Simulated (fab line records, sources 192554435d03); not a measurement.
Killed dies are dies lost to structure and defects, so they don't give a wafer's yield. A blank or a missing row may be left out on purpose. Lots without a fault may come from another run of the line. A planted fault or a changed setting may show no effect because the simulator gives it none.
Split-lot experiment | flow n5_finfet | 7 lots, 21 wafers read, on a route of 1938 steps

THE SPLIT
At N5_BEOL_M12_ILD_DEP_00 (deposits SiOC from DEMS/O2, target thk 658.92 nm, time 130.7 s), the setting time_s was moved away from the recipe's 130.7 s on 7 of the 21 wafers read, by -11.7% to +12.2%. The other wafers ran this setting at the recipe's value.

The file shows no step between the split and the reading.

THE READING
M12_ILD_THK, in nm, at N5_BEOL_M12_THK_MEAS_01. Fault-free wafers of this fab line usually give 658 nm, standard deviation 9 nm.

wafer  | tool, chamber at the split | time_s as run, s | against the recipe | M12_ILD_THK, nm | against lot-mates on the recipe
L074.2 | pecvd-03, 2                | 130.7            | recipe             | 659             | -
L074.3 | pecvd-03, 1                | 130.7            | recipe             | 662             | -
L074.4 | pecvd-03, 0                | 130.7            | recipe             | 663             | -
L081.1 | pecvd-02, 0                | 130.7            | recipe             | 649             | -
L081.3 | pecvd-02, 2                | 130.7            | recipe             | 650             | -
L081.5 | pecvd-02, 0                | 119.6            | -8.5%              | 600             | -50
L079.3 | pecvd-03, 2                | 137.6            | +5.3%              | 698             | +25
L079.4 | pecvd-03, 2                | 130.7            | recipe             | 672             | -
L079.5 | pecvd-03, 0                | 130.7            | recipe             | 674             | -
L082.1 | pecvd-02, 1                | 130.7            | recipe             | 647             | -
L082.2 | pecvd-02, 2                | 138.7            | +6.1%              | 695             | +42
L082.4 | pecvd-02, 0                | 130.7            | recipe             | 660             | -
L083.2 | pecvd-03, 0                | 130.7            | recipe             | 654             | -
L083.4 | pecvd-03, 2                | 130.7            | recipe             | 665             | -
L083.5 | pecvd-03, 1                | 146.6            | +12.2%             | 741             | +82
L087.2 | pecvd-03, 0                | 144              | +10.2%             | 724             | +61
L087.4 | pecvd-03, 0                | 130.7            | recipe             | 663             | -
L087.5 | pecvd-03, 2                | 130.7            | recipe             | 663             | -
L097.1 | pecvd-02, 0                | 115.4            | -11.7%             | 578             | -66
L097.3 | pecvd-02, 1                | 130.7            | recipe             | 644             | -
L097.6 | pecvd-02, 1                | 115.4            | -11.7%             | 579             | -65

THE FIT
A straight line over all 21 wafers: M12_ILD_THK changes by +6.74 nm for each +1% of time_s; r = +0.98; the points scatter about the line by 7.7 nm.
The same after taking each lot's own level away (the mean of its wafers on the recipe; 21 wafers): +5.96 nm for each +1%; r = +0.99; scatter 4.2 nm.
On that fit, the largest move of time_s shifts the reading by 72 nm.
The lots' own levels span 644.0 to 673.0 nm, that is 3.2 times the standard deviation above.
So the lot-to-lot level changes the slope: the two fits differ.
Check: with one of the wafers moved furthest among these (+12.2%) left out of the fit, the line predicts +70.3 nm for it against its lot-mates. It came out at +81.5 nm against them.

OTHER SPLITS ON THESE WAFERS
These wafers also went through other splits before the reading. Each is held against what the fit with the lots' levels taken away leaves over:
other split on the same wafers | wafers away from the commonest value | r with M12_ILD_THK (lot level and that fit taken away)
N5_BEOL_M11_COAT_05 spin_rpm   | 6                                    | -0.20

THE WHOLE CHAIN: every reading that the file lists as answering this split, in the file's order
step                    | what it does                                                   | reading                                                                             | change (the file's fit)              | r (the file's)
N5_BEOL_M12_ILD_DEP_00  | deposits SiOC from DEMS/O2, target thk 658.92 nm, time 130.7 s | SiOC_of_BEOL_M12_ILD_DEP_00.thk_nm (the simulator's own value, which no gauge read) | +6.05 nm for each +1% of the setting | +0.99
N5_BEOL_M12_THK_MEAS_01 |                                                                | M12_ILD_THK                                                                         | +6.06 for each +1% of the setting    | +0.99
N5_BEOL_M12_VIA_ETCH_16 | etches SiOC in C4F8/O2/Ar, target depth 724.8 nm               | etch.depth_nm (the simulator's own value, which no gauge read)                      | +6.05 nm for each +1% of the setting | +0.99
N5_BEOL_M12_ETCH_38     | etches SiCN in CF4/N2, target depth 68.7 nm, time 73.4 s       | SiOC_of_BEOL_M12_ILD_DEP_00.thk_nm (the simulator's own value, which no gauge read) | +6.11 nm for each +1% of the setting | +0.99

THE FILE'S OWN FIT
M12_ILD_THK changes by +6.06 nm for each +1% of time_s, r = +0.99.
